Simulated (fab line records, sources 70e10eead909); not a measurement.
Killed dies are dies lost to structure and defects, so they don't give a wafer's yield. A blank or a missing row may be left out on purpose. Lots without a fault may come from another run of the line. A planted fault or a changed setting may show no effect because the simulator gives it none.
Problem report in the 8D (eight disciplines) form, filled by code | flow nand_harc | the parts of the form that need people (team, actions taken, sign-off) are left out

1. THE PROBLEM
run_length_s at NHARC_A_WL_FILL_ETCHBACK_26 reads a mean of 30.7 s on 2 wafers of 2 lots; wafers without a fault read 34.3 s with a standard deviation of 0.4. That is -9.0 standard deviations from the usual mean.
The step: etches the open film in HBr, target depth 52 nm, time 13.3 s.
First seen on wafer L582.4, day 28 05:49, on rie_si-04. The record holds 39 wafers of 13 lots with a number at this step. Rule for "out", or "out of limits": more than 4 standard deviations from the usual mean. The other wafers with a number count as sound.

2. WHAT IT IS AND WHAT IT IS NOT
question                    | is                | is not
which readings at this step | run_length_s      | drypump_motor_current_A, oes_product_au
which lots                  | L582, L583        | L566, L568, L569, L572, L573, L577, L584, L585, L586, L587, L588
which wafers of those lots  | L582.4, L583.4    | L582.1, L582.3, L583.2, L583.3
read on which tools         | rie_si-04         | rie_si-01, rie_si-05
when                        | from day 28 05:49 | up to then (20 sound wafers); but 17 sound wafers of L583, L584, L585, L586, L587, L588 came after

3. SUSPECTS, AND WHAT RULES EACH OUT
Counting: a tool at a process step up to the reading stays a suspect if it ran every lot that is out. Sound lots after the first of them don't rule it out here, since some wafers of a struck lot are sound.
- rtp_anneal-02 at NHARC_A_WL_FILL_RTA_01 (time 5 s): kept. It ran every lot that is out, first L582 (day 27 09:56); its last sound lot up to then is L573 (day 23 14:53).
- rie_si-04 at NHARC_A_WL_FILL_ETCHBACK_26 (etches the open film in HBr, target depth 52 nm, time 13.3 s): kept. It ran every lot that is out, first L582 (day 28 05:49); its last sound lot up to then is L573 (day 24 07:36). Its own readings are out on those wafers: run_length_s.
- Within rie_si-04 at NHARC_A_WL_FILL_ETCHBACK_26: the wafers that are out ran in chamber 0; their sound lot-mates ran in chambers 1, 2, 3.
Left after counting: rtp_anneal-02 at NHARC_A_WL_FILL_RTA_01, rie_si-04 at NHARC_A_WL_FILL_ETCHBACK_26.

4. THE CAUSE (what the simulator had put in)
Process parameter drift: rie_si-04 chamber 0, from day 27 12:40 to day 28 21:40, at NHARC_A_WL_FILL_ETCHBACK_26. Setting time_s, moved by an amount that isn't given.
Counting left 2 suspects, and this tool is among them.

5. THE CHAIN OF EFFECTS, in route order
Each row: a reading whose mean over the struck wafers that have a number lies more than 3 standard deviations from the usual. Only readings for which the record gives a usual standard deviation are gone through. hours: the time from each lot's start at the first step in this table that gives one to its start at this step, as a median over the lots. sigmas: the change in usual standard deviations.
hours | step                        | reading      | usual  | on struck wafers | change | sigmas
0     | NHARC_A_WL_FILL_ETCHBACK_26 | run_length_s | 34.3 s | 30.7             | -3.6   | -9.0
The process steps in it:
- NHARC_A_WL_FILL_ETCHBACK_26: etches the open film in HBr, target depth 52 nm, time 13.3 s.
Later measuring or inspecting steps at which every struck wafer that the step has a row for has a number for every such reading, and none has moved that far: NHARC_END_SORT_01.

6. WHAT WOULD HAVE CAUGHT IT SOONER
In this record the first reading out of limits was taken at day 28 05:49, 17 hours after the fault began at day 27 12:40.
